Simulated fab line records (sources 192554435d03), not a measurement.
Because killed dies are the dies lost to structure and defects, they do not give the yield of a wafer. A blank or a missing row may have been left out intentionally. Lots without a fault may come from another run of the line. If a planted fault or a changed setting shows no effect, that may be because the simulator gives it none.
fab line records | flow n5Finfet | part 2 of 2: steps 20 to 26 of 26
[record] lots = 5 | wafers = 15 | lastDay = 17
route steps=1938 shown HKMG_FIN@447 GATE_CUT@465
lots that met no fault: from a run of the same line without faults
startH: hours from the record's first day to the start of the lot's first wafer shown | waitH: hours from the lot's prior step to this one | " as in the row above | L1.1+2: a row that stands for several wafers | - no value, or no start given | * or withheld: withheld | < > ~ a bound
route shown NAME@n: NAME is a module with steps in the file, n the number in the route of the first one | usual: average and standard deviation across the fault-free wafers | same: alike in all rows | chamber/n: place in a boat | sites: per-site readings | _std_site: standard deviation of those values | _edge_site: inner sites' mean taken away from outer sites' mean | radiusMm: how far each site lies from the wafer's centre | mask NAME#n: copy n | behind: the tool/chamber that last shaped the wafer | hold: cause of the lot's hold/its duration in hours/its outcome | device: names the non-switching transistor (n, p or np) | end of line: the same wafers' tests at the end of the route | where a step has no rows: the recipe by itself | killed: dies that structure and defects cost at the first sort, which is not the same as the wafer's yield | map: a wafer's dies, x killed, . not, _ none there
set.NAME: the setting that was run; set.NAME@STEP: the one run at that earlier step | model.NAME: the simulator's own value behind a step, which no gauge read
lots at some steps of the route; a table a step, a row a wafer
services: from which hour (startH, from the record's first day; less than 0 if before it) a tool's chamber was out of use, for how many hours, and why
[[steps]]
[step N5_GATE_CUT_ETCHBACK_30]
[recipe] chemistry = Cl2/Ar | target = TiN | targetDepthA = 30 | mode = isotropic | pressureMtorr = 10 | icpW = 600 | biasW = 60 | Cl2_flow_sccm = 40 | Ar_flow_sccm = 60
[usual] biasW = 60.01/0.19 | drypumpMotorCurrentA = 5.7/0.56 | mfcArSccm = 59.99/0.16 | oesProductAu = 0.74/0.12 | throttleValvePct = 20.81/0.18
lot.wafer | tool        | chamber | startH | waitH | biasW | drypumpMotorCurrentA | mfcArSccm | oesProductAu | rfHoursCounterH | throttleValvePct
L074.2    | rieMetal-01 | 1       | 80.07  | 0.1   | 60.23 | 5.8                  | 60.17     | 0.84         | 25              | 20.61
L074.3    | "           | 1       | "      | "     | 60.36 | 5.8                  | 60.02     | 0.84         | -               | 20.61
L074.4    | "           | 0       | "      | "     | 60.31 | 4.8                  | 60.00     | 0.69         | -               | 20.70
L076.2    | rieMetal-03 | 1       | 94.11  | 0.1   | 59.79 | 5.4                  | 59.67     | 0.95         | -               | 20.72
L076.4    | "           | 1       | "      | "     | 60.02 | 5.4                  | 59.89     | 0.94         | -               | 20.72
L076.6    | "           | 1       | "      | "     | 59.93 | 5.4                  | 59.86     | 0.94         | -               | 20.71
L077.2    | rieMetal-03 | 1       | 96.95  | 0.1   | 59.82 | 5.4                  | 59.93     | 0.94         | -               | 20.72
L077.3    | "           | 1       | "      | "     | 59.87 | 5.4                  | 60.26     | 0.94         | -               | 20.74
L077.6    | "           | 1       | "      | "     | 59.87 | 5.4                  | 60.16     | 0.94         | -               | 20.72
L083.4    | rieMetal-01 | 1       | 134.85 | 0.0   | 60.00 | 5.8                  | 59.79     | 0.81         | -               | 20.62
L083.5    | "           | 1       | "      | "     | 60.12 | 5.8                  | 60.13     | 0.82         | -               | 20.62
L083.6    | "           | 0       | "      | "     | 60.17 | 4.9                  | 59.60     | 0.67         | -               | 20.69
L093.1    | rieMetal-01 | 1       | 196.04 | 0.1   | 60.16 | 5.8                  | 60.19     | 0.79         | 38              | 20.64
L093.2    | "           | 0       | "      | "     | 60.26 | 4.9                  | 60.42     | 0.66         | 107             | 20.73
L093.5    | "           | 0       | "      | "     | 59.93 | 4.9                  | 60.10     | 0.65         | -               | 20.73
[step N5_GATE_CUT_VAPOR_ETCH_60]
[recipe] chemistry = BCl3/Cl2 | target = HfO2 | mode = isotropic
[usual] drypumpMotorCurrentA = 5.7/0.56 | oesProductAu = 0.73/0.12
lot.wafer | tool        | chamber | startH | waitH | drypumpMotorCurrentA | oesProductAu
L074.2    | rieMetal-01 | 1       | 80.10  | 0.0   | 5.8                  | 0.85
L074.3    | "           | 1       | "      | "     | 5.8                  | 0.86
L074.4    | "           | 0       | "      | "     | 4.8                  | 0.67
L076.2    | rieMetal-03 | 1       | 94.17  | 0.1   | 5.4                  | 0.92
L076.4    | "           | 1       | "      | "     | 5.4                  | 0.91
L076.6    | "           | 1       | "      | "     | 5.4                  | 0.92
L077.2    | rieMetal-03 | 1       | 97.01  | 0.1   | 5.4                  | 0.91
L077.3    | "           | 1       | "      | "     | 5.4                  | 0.93
L077.6    | "           | 1       | "      | "     | 5.4                  | 0.92
L083.4    | rieMetal-01 | 1       | 134.88 | 0.0   | 5.8                  | 0.83
L083.5    | "           | 1       | "      | "     | 5.8                  | 0.83
L083.6    | "           | 0       | "      | "     | 4.8                  | 0.66
L093.1    | rieMetal-01 | 1       | 196.07 | 0.0   | 5.9                  | 0.81
L093.2    | "           | 0       | "      | "     | 4.8                  | 0.65
L093.5    | "           | 0       | "      | "     | 4.8                  | 0.65
[step N5_GATE_CUT_ETCH_58]
[recipe] chemistry = CH3F/O2 | target = SiNx | targetDepthA = 170 | timeS = 128.6 | ionEnergyEv = 50 | pressureMtorr = 30 | sourceW = 415 | biasW = 21 | Ar_flow_sccm = 150 | CH3F_flow_sccm = 30 | O2_flow_sccm = 20
[usual] biasW = 21.00/0.067 | drypumpMotorCurrentA = 5.5/0.38 | mfcArSccm = 150.0/0.49 | oesProductAu = 0.79/0.085 | rfVppV = 99.2/0.97 | showerheadPlenumPTorr = 2.02/0.065 | throttleValvePct = 16.35/0.2
lot.wafer | tool       | chamber | startH | waitH | biasW | drypumpMotorCurrentA | mfcArSccm | oesProductAu | rfHoursCounterH | rfVppV | showerheadPlenumPTorr | throttleValvePct
L074.2    | rieDiel-02 | 0       | 80.15  | 0.0   | 20.93 | 4.7                  | 149.8     | 0.72         | 200             | 97.7   | 2.01                  | 16.68
L074.3    | "          | 2       | "      | "     | 20.89 | 5.8                  | 150.9     | 0.69         | 243             | 99.5   | 1.98                  | 16.39
L074.4    | "          | 3       | "      | "     | 21.04 | 5.7                  | 150.6     | 0.93         | 14              | 98.7   | 2.11                  | 16.31
L076.2    | rieDiel-02 | 3       | 94.32  | 0.1   | 21.04 | 5.7                  | 149.1     | 0.92         | 18              | 99.9   | 2.11                  | 16.33
L076.4    | "          | 1       | "      | "     | 21.04 | 6.0                  | 150.4     | 0.74         | 171             | 98.9   | 1.99                  | 16.38
L076.6    | "          | 1       | "      | "     | 20.97 | 6.0                  | 150.3     | 0.74         | -               | 99.1   | 1.99                  | 16.38
L077.2    | rieDiel-02 | 3       | 97.14  | 0.1   | 21.05 | 5.7                  | 150.2     | 0.91         | 19              | 99.7   | 2.11                  | 16.33
L077.3    | "          | 2       | "      | "     | 20.95 | 5.8                  | 150.6     | 0.69         | 248             | 99.3   | 1.98                  | 16.40
L077.6    | "          | 2       | "      | "     | 20.97 | 5.8                  | 149.9     | 0.69         | -               | 98.9   | 1.98                  | 16.39
L083.4    | rieDiel-06 | 3       | 134.92 | 0.0   | 21.01 | 5.2                  | 149.1     | 0.90         | 30              | 99.7   | 2.12                  | 16.01
L083.5    | "          | 2       | "      | "     | 21.11 | 6.1                  | 149.9     | 0.80         | -               | 101.5  | 1.99                  | 16.18
L083.6    | "          | 3       | "      | "     | 21.06 | 5.2                  | 149.3     | 0.89         | -               | 99.0   | 2.12                  | 16.04
L093.1    | rieDiel-04 | 0       | 196.12 | 0.0   | 20.95 | 5.6                  | 149.6     | 0.86         | 57              | 99.2   | 1.97                  | 16.25
L093.2    | "          | 1       | "      | "     | 20.97 | 5.0                  | 149.6     | 0.68         | 231             | 97.9   | 1.97                  | 16.58
L093.5    | "          | 3       | "      | "     | 20.90 | 5.4                  | 150.6     | 0.70         | -               | 101.0  | 2.07                  | 16.47
[step N5_GATE_CUT_STRIP_59]
[recipe] chemistry = N2/H2 | timeS = 20 | powerW = 100 | tempC = 40 | pressureMtorr = 100 | rfFrequencyHz = 6e+07 | biasPowerW = 3 | n2FlowSccm = 300 | h2FlowSccm = 300
[usual] drypumpMotorCurrentA = 5.6/0.38 | oesProductAu = 0.79/0.081 | rfVppV = 45.4/0.86 | showerheadPlenumPTorr = 3.41/0.12 | throttleValvePct = 12.28/0.21
lot.wafer | tool       | chamber | startH | waitH | drypumpMotorCurrentA | oesProductAu | rfHoursCounterH | rfVppV | showerheadPlenumPTorr | throttleValvePct
L074.2    | rieDiel-02 | 0       | 80.25  | 0.1   | 4.8                  | 0.71         | 200             | 43.9   | 3.37                  | 12.61
L074.3    | "          | 2       | "      | "     | 5.8                  | 0.68         | 243             | 45.2   | 3.31                  | 12.27
L074.4    | "          | 3       | "      | "     | 5.7                  | 0.93         | 14              | 46.4   | 3.60                  | 12.40
L076.2    | rieDiel-02 | 3       | 94.43  | 0.1   | 5.7                  | 0.91         | 18              | 45.3   | 3.60                  | 12.41
L076.4    | "          | 1       | "      | "     | 6.0                  | 0.74         | 171             | 45.2   | 3.34                  | 12.29
L076.6    | "          | 1       | "      | "     | 6.0                  | 0.73         | -               | 45.9   | 3.34                  | 12.28
L077.2    | rieDiel-02 | 3       | 97.25  | 0.1   | 5.7                  | 0.93         | 19              | 46.0   | 3.60                  | 12.42
L077.3    | "          | 2       | "      | "     | 5.8                  | 0.69         | 248             | 44.7   | 3.31                  | 12.27
L077.6    | "          | 2       | "      | "     | 5.8                  | 0.68         | -               | 43.7   | 3.31                  | 12.27
L083.4    | rieDiel-06 | 3       | 135.02 | 0.1   | 5.2                  | 0.89         | 30              | 46.1   | 3.61                  | 11.96
L083.5    | "          | 2       | "      | "     | 6.1                  | 0.79         | -               | 46.3   | 3.40                  | 12.24
L083.6    | "          | 3       | "      | "     | 5.2                  | 0.89         | -               | 45.0   | 3.61                  | 11.97
L093.1    | rieDiel-04 | 0       | 196.22 | 0.1   | 5.7                  | 0.85         | 58              | 45.7   | 3.30                  | 12.06
L093.2    | "          | 1       | "      | "     | 5.0                  | 0.68         | 231             | 45.7   | 3.33                  | 12.50
L093.5    | "          | 3       | "      | "     | 5.4                  | 0.71         | -               | 46.5   | 3.49                  | 12.42
[step N5_GATE_CUT_PRECLEAN_31]
[recipe] tempC = 23 | chemistry = DIW | timeS = 300
lot.wafer  | tool        | chamber | startH | waitH
L074.2+3+4 | wetBench-03 | 4,1,7   | 80.34  | 0.1
L076.2+4+6 | wetBench-02 | 4,1,3   | 94.51  | 0.1
L077.2+3+6 | wetBench-04 | 2,4,6   | 97.33  | 0.1
L083.4+5+6 | wetBench-04 | 1,2,5   | 135.10 | 0.1
L093.1+2+5 | wetBench-04 | 2,3,5   | 196.31 | 0.1
[step N5_GATE_CUT_SRD_32]
[recipe] timeS = 30 | tempC = 23 | rinseLiquid = diw | dry = ipaMarangoni
lot.wafer  | tool        | chamber | startH | waitH
L074.2+3+4 | wetBench-03 | 4,1,7   | 80.42  | 0.0
L076.2+4+6 | wetBench-02 | 4,1,3   | 94.60  | 0.0
L077.2+3+6 | wetBench-04 | 2,4,6   | 97.41  | 0.0
L083.4+5+6 | wetBench-04 | 1,2,5   | 135.28 | 0.0
L093.1+2+5 | wetBench-04 | 2,3,5   | 196.39 | 0.0
[step N5_GATE_CUT_SAC_CAP_01]
[recipe] material = SiNx | targetThkA = 240 | tempC = 400 | aldPrecursorFamily = SiH2I2 | aldCoReactant = N2/H2-plasma | pulseTimeS = 1 | aldCycles = 480 | purgeTimeS = 2 | coReactantPurgeTimeS = 2 | pressureTorr = 2
[usual] heaterPowerW = 859/100 | precursorPulseHeightRel = 1.001/0.019
lot.wafer | tool      | chamber | startH | waitH | heaterPowerW | precursorPulseHeightRel
L074.2    | aldSin-03 | 2       | 80.50  | 0.1   | 737          | 1.011
L074.3    | "         | 0       | "      | "     | 1009         | 1.014
L074.4    | "         | 1       | "      | "     | 857          | 0.976
L076.2    | aldSin-01 | 2       | 94.65  | 0.0   | 846          | 1.020
L076.4    | "         | 0       | "      | "     | 924          | 0.993
L076.6    | "         | 0       | 95.74  | 1.1   | 918          | 0.995
L077.2    | aldSin-02 | 2       | 98.34  | 0.9   | 705          | 1.007
L077.3    | "         | 3       | "      | "     | 718          | 0.996
L077.6    | "         | 1       | 99.43  | 2.0   | 990          | 1.026
L083.4    | aldSin-02 | 2       | 135.50 | 0.2   | 691          | 1.007
L083.5    | "         | 2       | 136.59 | 1.3   | 694          | 1.012
L083.6    | "         | 3       | "      | "     | 717          | 0.986
L093.1    | aldSin-01 | 3       | 196.44 | 0.0   | 832          | 0.981
L093.2    | "         | 1       | "      | "     | 886          | 0.984
L093.5    | "         | 3       | 197.53 | 1.1   | 839          | 1.006
[[services]]
tool           | chamber | startH | hours | kind
rieMetal-01    | -       | 56.66  | 0.4   | repair
rieDiel-03     | -       | 57.49  | 2.8   | pm
cmp-03         | -       | 77.63  | 0.9   | repair
rieMetal-03    | -       | 80.31  | 1.4   | pm
aldMetal-03    | 0       | 83.19  | 60.3  | repair
plasmaAsher-02 | -       | 84.72  | 2.5   | repair
cmp-03         | -       | 84.88  | 0.2   | repair
aldMetal-03    | -       | 88.17  | 0.3   | repair
rieDiel-01     | 3       | 91.95  | 1.8   | repair
rieMetal-03    | 0       | 93.66  | 10.2  | repair
rieDiel-02     | 3       | 98.29  | 13.9  | repair
rieDiel-02     | -       | 99.37  | 0.4   | repair
rieDiel-03     | 3       | 102.94 | 20.2  | repair
cmp-04         | -       | 103.11 | 7.6   | pm
rieDiel-03     | 2       | 110.03 | 1.3   | repair
cmp-04         | -       | 110.72 | 5.7   | pm
rieDiel-03     | -       | 114.49 | 14.6  | pm
rieMetal-01    | -       | 120.43 | 0.8   | repair
rieDiel-01     | 3       | 120.80 | 2.2   | repair
cmp-03         | -       | 122.60 | 6.2   | pm
aldMetal-02    | -       | 137.72 | 6.0   | pm
rieMetal-03    | -       | 140.87 | 57.9  | repair
rieDiel-03     | 0       | 167.94 | 1.8   | repair
aldMetal-04    | 0       | 168.96 | 11.9  | repair
